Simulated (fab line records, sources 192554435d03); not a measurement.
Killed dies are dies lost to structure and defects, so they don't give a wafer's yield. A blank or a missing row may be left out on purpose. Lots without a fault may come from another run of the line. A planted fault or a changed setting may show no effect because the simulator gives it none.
Problem report in the 8D (eight disciplines) form, filled by code | flow n5_finfet | the parts of the form that need people (team, actions taken, sign-off) are left out

1. THE PROBLEM
killed_at_M4_up at N5_PASSIVATION_PROBE_49 reads a mean of 96 on 3 wafers of 3 lots; wafers without a fault read 15 with a standard deviation of 5.4. That is +15 standard deviations from the usual mean.
First seen on wafer L141.2, day 15 00:42, on prober-01. The record holds 13 wafers of 5 lots with a number at this step. Rule for "out", or "out of limits": more than 4 standard deviations from the usual mean. The other wafers with a number count as sound.

2. WHAT IT IS AND WHAT IT IS NOT
question                    | is                     | is not
which readings at this step | killed_at_M4_up        | killed_at_M0_to_M3, killed_at_contacts, killed_at_other, killed_open, killed_short
which lots                  | L141, L143, L144       | L134, L147
which wafers of those lots  | L141.2, L143.6, L144.3 | L141.3, L141.4, L143.2, L143.3, L144.1, L144.4
read on which tools         | prober-01, prober-02   | -
when                        | from day 15 00:42      | up to then (1 sound wafer); but 9 sound wafers of L141, L143, L144, L147 came after

3. SUSPECTS, AND WHAT RULES EACH OUT
Counting: a tool at a process step up to the reading stays a suspect if it ran every lot that is out. Sound lots after the first of them don't rule it out here, since some wafers of a struck lot are sound.
- rie_diel-02 at N5_BEOL_M6_ETCH_62 (etches SOC in N2/H2, target depth 110 nm, overetch 22 nm, time 165 s): kept. It ran every lot that is out, first L141 (day 11 11:04); its last sound lot up to then is L134 (day 9 11:41).
- Within rie_diel-02 at N5_BEOL_M6_ETCH_62: the wafers that are out ran in chamber 3; their sound lot-mates ran in chambers 0, 1.
Left after counting: rie_diel-02 at N5_BEOL_M6_ETCH_62.

4. THE CAUSE (what the simulator had put in)
Chamber particle source: rie_diel-02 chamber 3, from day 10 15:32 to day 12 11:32, at N5_BEOL_M6_ETCH_62. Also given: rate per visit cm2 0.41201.
Counting left only this tool.

5. THE CHAIN OF EFFECTS, in route order
Each row: a reading whose mean over the struck wafers that have a number lies more than 3 standard deviations from the usual. Only readings for which the record gives a usual standard deviation are gone through. hours: the time from each lot's start at the first step in this table that gives one to its start at this step, as a median over the lots. sigmas: the change in usual standard deviations.
hours | step                    | reading              | usual  | on struck wafers | change | sigmas
0     | N5_PASSIVATION_PROBE_49 | defect_limited_yield | 91.3 % | 85.0             | -6.3   | -4.8
0     | N5_PASSIVATION_PROBE_49 | killed_at_M4_up      | 15     | 96               | +81    | +15
0     | N5_PASSIVATION_PROBE_49 | killed_dies          | 102    | 177              | +75    | +5.0
0     | N5_PASSIVATION_PROBE_49 | sort_bin_5_function  | 5.1 %  | 9.3              | +4.2   | +4.8
0     | N5_PASSIVATION_PROBE_49 | sort_n_pass          | 1078   | 1003             | -75    | -5.0
0     | N5_PASSIVATION_PROBE_49 | sort_yield_pct       | 91.3 % | 85.0             | -6.3   | -4.8
The process steps in it:
- N5_PASSIVATION_PROBE_49

6. WHAT WOULD HAVE CAUGHT IT SOONER
In this record the first reading out of limits was taken at day 15 00:42, 105 hours after the fault began at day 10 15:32.
Of the tool readings at N5_BEOL_M6_ETCH_62 for which the record gives a usual standard deviation, none was out on any struck wafer, so an alarm limit of 4 standard deviations on them would not have fired.
All the lots that are out (3) had begun N5_BEOL_M6_ETCH_62 on rie_diel-02 by day 15 00:42. A hold on the tool at that time would have spared none of them.
